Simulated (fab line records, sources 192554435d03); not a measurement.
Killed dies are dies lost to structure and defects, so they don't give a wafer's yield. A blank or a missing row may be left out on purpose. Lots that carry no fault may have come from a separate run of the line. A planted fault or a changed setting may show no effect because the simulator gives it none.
Struck lot and sound lot, side by side / flow n5-finfet / 15 out of 1938 route steps
Sound: wafers L808.2, L808.3, L808.6. Wafers struck: L820.2, L820.3, L820.6. The cause is given at the end.
At each step with rows: each side's tool, then ch and its chambers, then its first start. Under that, the readings that differ: sound wafers / struck wafers / difference of the means / sigmas: that difference in standard deviations of wafers without a fault.
alike: same words and numbers on both sides, and readings whose means sit less than 2 such deviations apart. not compared: any withheld reading, any reading some wafer has no value for, any bound like >300 that may hide the same value, and any number with overlapping values for which the record gives no deviation.
The two part at a step that has a row with sigmas, a row that says differs or no value, or rows on one side only. Numbers that have no deviation but don't overlap get no sigmas and don't part them. A reading that every wafer of one side lacks parts them only if that side has two wafers or more.

N5_BEOL_M5_VIA_ETCH_34: etches SiCOH lowk in C4F6/O2, target depth 88.3 nm, time 39.2 s.
  sound on rie-diel-03 ch 1,3, day 8 09:58; struck on rie-diel-03 ch 0,1,3, day 11 22:08
  alike: bias-w, chamber-pressure-mTorr, drypump-motor-current-A, oes-product-au, rf-vpp-V, showerhead-plenum-p-Torr, throttle-valve-pct
  not compared: rf-hours-counter-h
then, 2 steps without rows for these wafers: N5_BEOL_M5_STRIP_85 (strips in C4F6/O2); N5_BEOL_M5_STRIP_36 (strips in N2/H2).
N5_BEOL_M5_TRENCH_ETCH_37: etches SiCOH lowk in C4F6/O2, target depth 71.652 nm, time 24.7 s.
  sound: rie-diel-03 ch 1,3; struck: rie-diel-03 ch 0,1,3
  alike: bias-w, chamber-pressure-mTorr, drypump-motor-current-A, oes-product-au, rf-vpp-V, showerhead-plenum-p-Torr, throttle-valve-pct
  not compared: rf-hours-counter-h
N5_BEOL_M5_ETCH_41: etches SiCN in CH3F/O2, target depth 31.5 nm, time 56.7 s.
  sound: rie-diel-03 ch 1,3; struck: rie-diel-03 ch 0,1,3
reading=bias-w (W); sound=75.12 74.59 74.87; struck=75.50 75.36 75.07; difference=+0.45; sigmas=+2
  alike: chamber-pressure-mTorr, drypump-motor-current-A, oes-product-au, rf-vpp-V, showerhead-plenum-p-Torr, throttle-valve-pct
  not compared: rf-hours-counter-h
N5_BEOL_M5_STRIP_91: strips in N2/H2, time 10 s.
  sound: rie-diel-03 ch 1,3; struck: rie-diel-03 ch 0,1,3
  alike: chamber-pressure-mTorr, drypump-motor-current-A, oes-product-au, rf-vpp-V, showerhead-plenum-p-Torr, temp-c, throttle-valve-pct
  not compared: rf-hours-counter-h
N5_BEOL_M5_OCD_MEAS_38:
  sound: ocd-02 at day 8 10:13; struck: ocd-01 at day 11 22:22
  alike: trench-depth-nm
then, 4 steps without rows for these wafers: N5_BEOL_M5_HM_STRIP_39 (strips TiN in peroxide tin strip, target depth 25 nm, time 158 s); N5_BEOL_M5_SRD_40 (time 30 s); N5_BEOL_M5_PRECLEAN_42 (cleans in residue remover, time 60 s); N5_BEOL_M5_SRD_43 (time 30 s).
N5_BEOL_M5_CD_MEAS_35: target cd 28 nm, target cd y 24 nm.
  sound: cd-sem-01 at day 8 10:22; struck: cd-sem-01 at day 11 22:32
  alike: cd-nm
N5_BEOL_M5_CURE_80: cures SiCOH lowk, time 120 s.
  sound on uv-cure-02 ch 2, day 8 10:43; struck on uv-cure-03 ch 0, day 11 22:37
  no value came back on the struck wafers for lamp-power-pct (%), run-length-s (s), wafer_temp_C_max; on the sound wafers lamp-power-pct (%) reads 52.29 52.22 52.27
N5_BEOL_M5_DEGAS_44: time 60 s.
  sound: pvd-sputter-01 at day 8 11:02; struck: pvd-sputter-01 at day 11 23:02
  alike: heater-power-w
-- record jumps: 4 days separate the struck wafers' starts on either side; left off in module BEOL_M5, taken up again in module PASSIVATION, whose first shown step is the route's number 1936 --
N5_PASSIVATION_PROBE_49:
  sound: prober-02 at day 12 11:36; struck: prober-01 at day 15 23:48
  alike: defect-limited-yield, killed_at_M0_to_M3, killed_at_M4_up, killed-at-contacts, killed-at-front-end, killed-at-other, killed-dies, killed-open, killed-short, sort_bin_5_function, sort_bin_6_memory, sort_bin_8_speed, sort-n-pass, sort-yield-pct

== WHERE THEY PART ==
Earliest at N5_BEOL_M5_ETCH_41; latest, in this record, at N5_BEOL_M5_CURE_80. Later steps at which nothing parts them and some readings are alike: N5_BEOL_M5_DEGAS_44, N5_PASSIVATION_PROBE_49.

WHY: whatever the simulator had introduced
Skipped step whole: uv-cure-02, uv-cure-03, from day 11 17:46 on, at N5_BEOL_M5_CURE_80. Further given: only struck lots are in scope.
